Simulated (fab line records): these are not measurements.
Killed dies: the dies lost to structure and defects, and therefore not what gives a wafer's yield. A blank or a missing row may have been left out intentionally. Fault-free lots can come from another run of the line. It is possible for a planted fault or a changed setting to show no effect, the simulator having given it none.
fab line records | flow n5Finfet
record lots=7 | wafers=21
route steps=1938 shown BEOL_M1@761 BEOL_M2@843
startH: start of the lot's first displayed wafer, in hours after the record's first day | waitH: how many hours have passed since the lot's step before this one | " same as the row above | L1.1+2: a single row standing in for several wafers | - no value, or no start given | * or withheld: withheld | < > ~ a bound
route shown NAME@n: a module of which the file shows steps, and the number in the route of the first | usual: mean and standard deviation over wafers with no fault | same: alike in all rows | chamber/n: place in a boat | sites: each site's reading | _std_site: standard deviation of those values | _edge_site: inner sites' mean taken away from outer sites' mean | radiusMm: for every site, how far away it sits from the centre of the wafer | mask NAME#n: copy n | behind: the most recent tool/chamber to have shaped the wafer | hold: reason for holding the lot/hours on hold/outcome of the hold | device: the transistor (n, p or np) that didn't switch | end of line: the same wafers' tests at the end of the route | where a step has no rows: the recipe by itself | killed: at the first sort, the dies lost to defects and structure; wafer yield is something else | map: a wafer's dies, marking killed ones x, the rest . and places with no die _
set.NAME: setting as actually run; set.NAME@STEP: the setting as run at that earlier step | model.NAME: the simulator's own value behind a step, which no gauge read
lots with deliberately changed settings; one table per step, one row per wafer
## steps
# step N5_BEOL_M1_EXPOSE_08
# recipe maskId=M1 | na=0.33 | sourceShape=dipole | sigmaInner=0.369 | sigmaOuter=0.767 | polarization=unpolarized | doseMj=33
lot.wafer  | tool          | chamber | startH | waitH | mask | set.doseMj
L074.3     | euvScanner-01 | 0       | 124.16 | -     | M1#0 | 33
L074.4+5   | "             | 0       | "      | "     | M1#0 | 31.09
L080.1     | euvScanner-02 | 0       | 161.55 | -     | M1#0 | 34.74
L080.2+3   | "             | 0       | "      | "     | M1#0 | 33
L083.1+4+6 | euvScanner-01 | 0       | 183.02 | -     | M1#0 | 33
L087.2     | euvScanner-01 | 0       | 200.76 | -     | M1#0 | 34.35
L087.4+6   | "             | 0       | "      | "     | M1#0 | 33
L090.3     | euvScanner-02 | 0       | 222.75 | -     | M1#0 | 33
L090.4+6   | "             | 0       | "      | "     | M1#0 | 31.73
L091.1+5+6 | euvScanner-01 | 0       | 227.19 | -     | M1#0 | 33
L094.1+3+4 | euvScanner-01 | 0       | 244.24 | -     | M1#0 | 33
# step N5_BEOL_M1_PEB_09
# recipe pebTempC=100 | pebTimeS=60 | resist=CAR-EUV
# step N5_BEOL_M1_DEVELOP_10
# recipe developTimeS=30 | developer=TMAH | resist=CAR-EUV | rinseLiquid=surfactantRinse | dry=airSpin | devTempC=23
# step N5_BEOL_M1_CD_MEAS_11
# recipe targetCdNm=17.05 | landingEnergyEv=500 | detector=seInlens | polarity=opening
# usual cdNm=16.98/0.27
lot.wafer | tool     | chamber | startH | waitH | set.doseMj@BEOL_M1_EXPOSE_08 | cdNm
L074.3    | cdSem-02 | 0       | 124.28 | -     | 33                           | 16.83
L074.4    | "        | 0       | "      | "     | 31.09                        | 15.69
L074.5    | "        | 0       | "      | "     | 31.09                        | 15.71
L080.1    | cdSem-02 | 0       | 161.68 | -     | 34.74                        | 18.41
L080.2    | "        | 0       | "      | "     | 33                           | 17.33
L080.3    | "        | 0       | "      | "     | 33                           | 17.07
L083.1    | cdSem-02 | 0       | 183.15 | -     | 33                           | 16.91
L083.4    | "        | 0       | "      | "     | 33                           | 17.14
L083.6    | "        | 0       | "      | "     | 33                           | 17.13
L087.2    | cdSem-03 | 0       | 200.88 | -     | 34.35                        | 18.33
L087.4    | "        | 0       | "      | "     | 33                           | 17.64
L087.6    | "        | 0       | "      | "     | 33                           | 17.32
L090.3    | cdSem-03 | 0       | 222.87 | -     | 33                           | 16.61
L090.4    | "        | 0       | "      | "     | 31.73                        | 16.18
L090.6    | "        | 0       | "      | "     | 31.73                        | 16.19
L091.1    | cdSem-03 | 0       | 227.32 | -     | 33                           | 16.92
L091.5    | "        | 0       | "      | "     | 33                           | 17.62
L091.6    | "        | 0       | "      | "     | 33                           | 17.33
L094.1    | cdSem-03 | 0       | 244.36 | -     | 33                           | 16.72
L094.3    | "        | 0       | "      | "     | 33                           | 16.78
L094.4    | "        | 0       | "      | "     | 33                           | 17.08
# step N5_BEOL_M1_DESCUM_16
# recipe chemistry=O2 | timeS=7 | sourcePowerW=50 | biasPowerW=20 | pressureMtorr=20 | rfFrequencyHz=2.712e+07 | tempC=40 | resist=CAR-EUV | o2FlowSccm=225
# step N5_BEOL_M1_ETCH_74
# recipe chemistry=N2/H2 | target=underlayer | targetDepthA=65 | maskMaterial=CAR-EUV | timeS=5.2 | ionEnergyEv=200 | pressureMtorr=30 | sourceW=840 | biasW=150 | n2FlowSccm=200 | h2FlowSccm=200 | ends=cleared
lot.wafer | tool       | chamber | startH | waitH | set.spinRpm@BEOL_M1_COAT_73 | set.doseMj@BEOL_M1_EXPOSE_08 | model.BEOL_M1.cdOffsetNm | model.etch.depthNm
L074.3    | rieDiel-04 | 3       | 124.43 | 0.0   | 1594                        | 33                           | -0.2                     | 4.853
L074.4    | "          | 0       | "      | "     | 1594                        | 31.09                        | -1.2                     | 4.848
L074.5    | "          | 3       | "      | "     | 1500                        | 31.09                        | -1.4                     | 5
L080.1    | rieDiel-04 | 3       | 161.83 | 0.0   | 1500                        | 34.74                        | 1.2                      | 5.001
L080.2    | "          | 1       | "      | "     | 1500                        | 33                           | 0.2                      | 4.997
L080.3    | "          | 0       | "      | "     | 1500                        | 33                           | 0                        | 5.002
L083.1    | rieDiel-06 | 3       | 183.31 | 0.0   | 1500                        | 33                           | 0                        | 5.013
L083.4    | "          | 1       | "      | "     | 1500                        | 33                           | 0                        | 5
L083.6    | "          | 1       | "      | "     | 1500                        | 33                           | 0                        | 5.01
L087.2    | rieDiel-06 | 2       | 201.04 | 0.0   | 1630                        | 34.35                        | 1                        | 4.82
L087.4    | "          | 3       | "      | "     | 1630                        | 33                           | 0.4                      | 4.793
L087.6    | "          | 2       | "      | "     | 1500                        | 33                           | 0.2                      | 5.011
L090.3    | rieDiel-03 | 0       | 223.02 | 0.0   | 1500                        | 33                           | -0.2                     | 4.977
L090.4    | "          | 2       | "      | "     | 1500                        | 31.73                        | -1                       | 4.989
L090.6    | "          | 1       | "      | "     | 1500                        | 31.73                        | -1                       | 4.977
L091.1    | rieDiel-03 | 2       | 227.47 | 0.0   | 1552                        | 33                           | 0.2                      | 4.915
L091.5    | "          | 2       | "      | "     | 1500                        | 33                           | 0.2                      | 5.011
L091.6    | "          | 1       | "      | "     | 1552                        | 33                           | -0.2                     | 4.917
L094.1    | rieDiel-03 | 3       | 244.53 | 0.0   | 1500                        | 33                           | -0.2                     | 4.981
L094.3    | "          | 1       | "      | "     | 1500                        | 33                           | -0.2                     | 4.972
L094.4    | "          | 2       | "      | "     | 1500                        | 33                           | -0.2                     | 4.992
# step N5_BEOL_M1_ETCH_63
# recipe chemistry=CF4 | target=SiARC | targetDepthA=156 | maskMaterial=CAR-EUV | timeS=26 | ionEnergyEv=80 | pressureMtorr=40 | sourceW=545 | biasW=36 | Ar_flow_sccm=100 | cf4FlowSccm=100 | ends=cleared
lot.wafer  | tool       | chamber | startH | waitH | set.doseMj@BEOL_M1_EXPOSE_08 | model.BEOL_M1.cdOffsetNm
L074.3     | rieDiel-04 | 3       | 124.45 | 0.0   | 33                           | -0.2
L074.4     | "          | 0       | "      | "     | 31.09                        | -1.4
L074.5     | "          | 3       | "      | "     | 31.09                        | -1.2
L080.1     | rieDiel-04 | 3       | 161.85 | 0.0   | 34.74                        | 1.2
L080.2     | "          | 1       | "      | "     | 33                           | 0.2
L080.3     | "          | 0       | "      | "     | 33                           | 0
L083.1+4+6 | rieDiel-06 | 3,1,1   | 183.33 | 0.0   | 33                           | 0
L087.2     | rieDiel-06 | 2       | 201.06 | 0.0   | 34.35                        | 0.8
L087.4     | "          | 3       | "      | "     | 33                           | 0.4
L087.6     | "          | 2       | "      | "     | 33                           | 0.2
L090.3     | rieDiel-03 | 0       | 223.04 | 0.0   | 33                           | -0.4
L090.4+6   | "          | 2,1     | "      | "     | 31.73                        | -1
L091.1+5   | rieDiel-03 | 2       | 227.49 | 0.0   | 33                           | 0.2
L091.6     | "          | 1       | "      | "     | 33                           | 0
L094.1+3+4 | rieDiel-03 | 3,1,2   | 244.54 | 0.0   | 33                           | 0
# step N5_BEOL_M1_ETCH_64
# recipe chemistry=N2/H2 | target=SOC | targetDepthA=750 | overetchA=150 | maskMaterial=SiARC | tempC=40 | timeS=112.5 | ionEnergyEv=200 | pressureMtorr=30 | sourceW=840 | biasW=150 | n2FlowSccm=200 | h2FlowSccm=200
# step N5_BEOL_M1_STRIP_65
# recipe chemistry=N2/H2 | tempC=40 | n2FlowSccm=200 | h2FlowSccm=200 | rfFrequencyHz=6e+07
# step N5_BEOL_M1_STRIP_75
# recipe chemistry=N2/H2 | tempC=40 | n2FlowSccm=200 | h2FlowSccm=200 | rfFrequencyHz=6e+07
# step N5_BEOL_M1_STRIP_66
# recipe chemistry=CF4 | resist=SiARC | powerW=300 | biasPowerW=75 | pressureMtorr=50 | cf4FlowSccm=150 | rfFrequencyHz=6e+07
# step N5_BEOL_M1_HM_OPEN_17
# recipe chemistry=Cl2/BCl3 | targetDepthA=200 | overetchA=60 | target=TiN | maskMaterial=SOC | ionEnergyEv=150 | pressureMtorr=10 | icpW=1000 | biasW=126 | Cl2_flow_sccm=53.25 | bcl3FlowSccm=21.75 | Ar_flow_sccm=25
lot.wafer | tool        | chamber | startH | waitH | set.doseMj@BEOL_M1_EXPOSE_08 | model.BEOL_M1.cdOffsetNm
L074.3    | rieMetal-02 | 0       | 124.68 | 0.1   | 33                           | 0
L074.4+5  | "           | 1,0     | "      | "     | 31.09                        | -1.2
L080.1    | rieMetal-03 | 0       | 162.05 | 0.0   | 34.74                        | 1.2
L080.2    | "           | 1       | "      | "     | 33                           | 0.2
L080.3    | "           | 0       | "      | "     | 33                           | -0.2
L083.1    | rieMetal-02 | 0       | 183.52 | 0.0   | 33                           | 0.2
L083.4+6  | "           | 1,0     | "      | "     | 33                           | -0.2
L087.2    | rieMetal-02 | 0       | 201.25 | 0.0   | 34.35                        | 0.8
L087.4    | "           | 1       | "      | "     | 33                           | 0.4
L087.6    | "           | 0       | "      | "     | 33                           | 0
L090.3    | rieMetal-02 | 1       | 223.27 | 0.1   | 33                           | -0.2
L090.4    | "           | 0       | "      | "     | 31.73                        | -1.2
L090.6    | "           | 0       | "      | "     | 31.73                        | -1
L091.1+5  | rieMetal-02 | 0,1     | 227.69 | 0.0   | 33                           | 0.4
L091.6    | "           | 0       | "      | "     | 33                           | 0
L094.1+3  | rieMetal-03 | 0       | 244.75 | 0.0   | 33                           | 0
L094.4    | "           | 1       | "      | "     | 33                           | 0.4
# step N5_BEOL_M1_STRIP_19
# recipe chemistry=O2 | powerW=400 | tempC=40 | pressureMtorr=30 | rfFrequencyHz=6e+07 | biasPowerW=0 | overashFraction=0.2 | o2FlowSccm=225
# step N5_BEOL_M1_CD_MEAS_18
# recipe pitchNm=36 | targetCdNm=18
# usual cdNm=17.98/0.3
lot.wafer | tool     | chamber | startH | waitH | set.doseMj@BEOL_M1_EXPOSE_08 | cdNm
L074.3    | cdSem-02 | -       | 124.84 | 0.1   | 33                           | 17.94
L074.4    | "        | -       | "      | "     | 31.09                        | 16.55
L074.5    | "        | -       | "      | "     | 31.09                        | 17.04
L080.1    | cdSem-02 | -       | 162.23 | 0.0   | 34.74                        | 19.06
L080.2    | "        | -       | "      | "     | 33                           | 18.21
L080.3    | "        | -       | "      | "     | 33                           | 17.97
L083.1    | cdSem-02 | -       | 183.70 | 0.0   | 33                           | 18.00
L083.4    | "        | -       | "      | "     | 33                           | 18.19
L083.6    | "        | -       | "      | "     | 33                           | 17.91
L087.2    | cdSem-01 | -       | 201.43 | 0.1   | 34.35                        | 19.39
L087.4    | "        | -       | "      | "     | 33                           | 18.59
L087.6    | "        | -       | "      | "     | 33                           | 18.17
L090.3    | cdSem-01 | -       | 223.56 | 0.1   | 33                           | 17.67
L090.4    | "        | -       | "      | "     | 31.73                        | 17.10
L090.6    | "        | -       | "      | "     | 31.73                        | 16.78
L091.1    | cdSem-02 | -       | 227.97 | 0.1   | 33                           | 18.16
L091.5    | "        | -       | "      | "     | 33                           | 18.07
L091.6    | "        | -       | "      | "     | 33                           | 17.90
L094.1    | cdSem-03 | -       | 244.93 | 0.0   | 33                           | 18.14
L094.3    | "        | -       | "      | "     | 33                           | 17.80
L094.4    | "        | -       | "      | "     | 33                           | 18.35
# step N5_BEOL_M1_COAT_67
# recipe resist=SOC | tempC=250 | timeS=60 | spinRpm=1500 | resistThkNm=60
# step N5_BEOL_M1_COAT_68
# recipe resist=SiARC | tempC=220 | timeS=60 | spinRpm=1500 | resistThkNm=12
# step N5_BEOL_M1_PRECLEAN_42
# recipe chemistry=residueRemover | timeS=60 | tempC=40
# step N5_BEOL_M1_SRD_43
# recipe timeS=30 | tempC=23 | rinseLiquid=diw | dry=ipaMarangoni
# step N5_BEOL_M1_CD_MEAS_35
# recipe targetCdNm=18 | targetCdYNm=21 | polarity=opening
# usual cdNm=17.96/0.27
lot.wafer | tool     | chamber | startH | waitH | set.doseMj@BEOL_M1_EXPOSE_08 | cdNm
L074.3    | cdSem-02 | -       | 127.91 | 0.0   | 33                           | 17.88
L074.4    | "        | -       | "      | "     | 31.09                        | 16.45
L074.5    | "        | -       | "      | "     | 31.09                        | 16.83
L080.1    | cdSem-01 | -       | 163.60 | 0.0   | 34.74                        | 18.74
L080.2    | "        | -       | "      | "     | 33                           | 18.33
L080.3    | "        | -       | "      | "     | 33                           | 17.75
L083.1    | cdSem-01 | -       | 186.62 | 0.0   | 33                           | 18.26
L083.4    | "        | -       | "      | "     | 33                           | 18.03
L083.6    | "        | -       | "      | "     | 33                           | 18.06
L087.2    | cdSem-02 | -       | 207.30 | 0.0   | 34.35                        | 18.76
L087.4    | "        | -       | "      | "     | 33                           | 18.28
L087.6    | "        | -       | "      | "     | 33                           | 18.02
L090.3    | cdSem-03 | -       | 228.07 | 0.0   | 33                           | 17.87
L090.4    | "        | -       | "      | "     | 31.73                        | 16.94
L090.6    | "        | -       | "      | "     | 31.73                        | 17.11
L091.1    | cdSem-02 | -       | 234.17 | 0.0   | 33                           | 18.41
L091.5    | "        | -       | "      | "     | 33                           | 18.50
L091.6    | "        | -       | "      | "     | 33                           | 17.86
L094.1    | cdSem-01 | -       | 252.63 | 0.0   | 33                           | 18.05
L094.3    | "        | -       | "      | "     | 33                           | 17.87
L094.4    | "        | -       | "      | "     | 33                           | 18.06
# step N5_BEOL_M2_PECVD_72
# recipe material=SiO2 | targetThkA=160 | tempC=400 | precursor=TEOS/O2 | pressureTorr=5.5 | rfW=450 | teosFlowSccm=53.8 | gas=O2 | flowSccm=3000 | timeS=18
lot.wafer | tool     | chamber | startH | waitH | set.tempC | model.SiO2_of_BEOL_M2_PECVD_72.thkNm
L074.3    | pecvd-02 | 0       | 132.38 | 0.0   | 400       | 16.2
L074.4    | "        | 0       | "      | "     | 406       | 15.8
L074.5    | "        | 2       | "      | "     | 406       | 15.6
L080.1    | pecvd-02 | 1       | 167.97 | 0.1   | 417.3     | 14.2
L080.2    | "        | 0       | "      | "     | 417.3     | 14
L080.3    | "        | 2       | "      | "     | 400       | 15.8
L083.1    | pecvd-02 | 1       | 190.44 | 0.0   | 400       | 15.8
L083.4+6  | "        | 2,0     | "      | "     | 400       | 16.2
L087.2    | pecvd-02 | 0       | 211.41 | 0.0   | 400       | 15.6
L087.4    | "        | 0       | "      | "     | 400       | 16
L087.6    | "        | 1       | "      | "     | 400       | 15.8
L090.3    | pecvd-01 | 1       | 233.31 | 0.0   | 400       | 15.8
L090.4    | "        | 0       | "      | "     | 407.8     | 15.6
L090.6    | "        | 2       | "      | "     | 400       | 16
L091.1    | pecvd-01 | 0       | 238.15 | 0.0   | 400       | 15.8
L091.5    | "        | 1       | "      | "     | 388.4     | 17.2
L091.6    | "        | 2       | "      | "     | 400       | 16
L094.1    | pecvd-04 | 2       | 257.06 | 0.0   | 400       | 16
L094.3    | "        | 0       | "      | "     | 416.8     | 14.2
L094.4    | "        | 2       | "      | "     | 416.8     | 14.4
## key
split step=N5_BEOL_M1_EXPOSE_08 | setting=doseMj | stated=33 | by=wafer
response step=N5_BEOL_M1_CD_MEAS_11 | reading=cdNm | change=+0.194 | per=1% | r=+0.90
response step=N5_BEOL_M1_ETCH_74 | reading=model.BEOL_M1.cdOffsetNm | change=+0.195 | per=1% | r=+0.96
response step=N5_BEOL_M1_ETCH_63 | reading=model.BEOL_M1.cdOffsetNm | change=+0.178 | per=1% | r=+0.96
response step=N5_BEOL_M1_HM_OPEN_17 | reading=model.BEOL_M1.cdOffsetNm | change=+0.207 | per=1% | r=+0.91
response step=N5_BEOL_M1_CD_MEAS_18 | reading=cdNm | change=+0.202 | per=1% | r=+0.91
response step=N5_BEOL_M1_CD_MEAS_35 | reading=cdNm | change=+0.179 | per=1% | r=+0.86
split step=N5_BEOL_M2_PECVD_72 | setting=tempC | stated=400 | by=wafer
response step=N5_BEOL_M2_PECVD_72 | reading=model.SiO2_of_BEOL_M2_PECVD_72.thkNm | change=-0.386 | per=1% | r=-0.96
split outsideThisFile step=N5_BEOL_M1_COAT_73 setting=spinRpm
# split outsideThisFile: this setting was split too, and the file shows its column; the key of that split is in another file
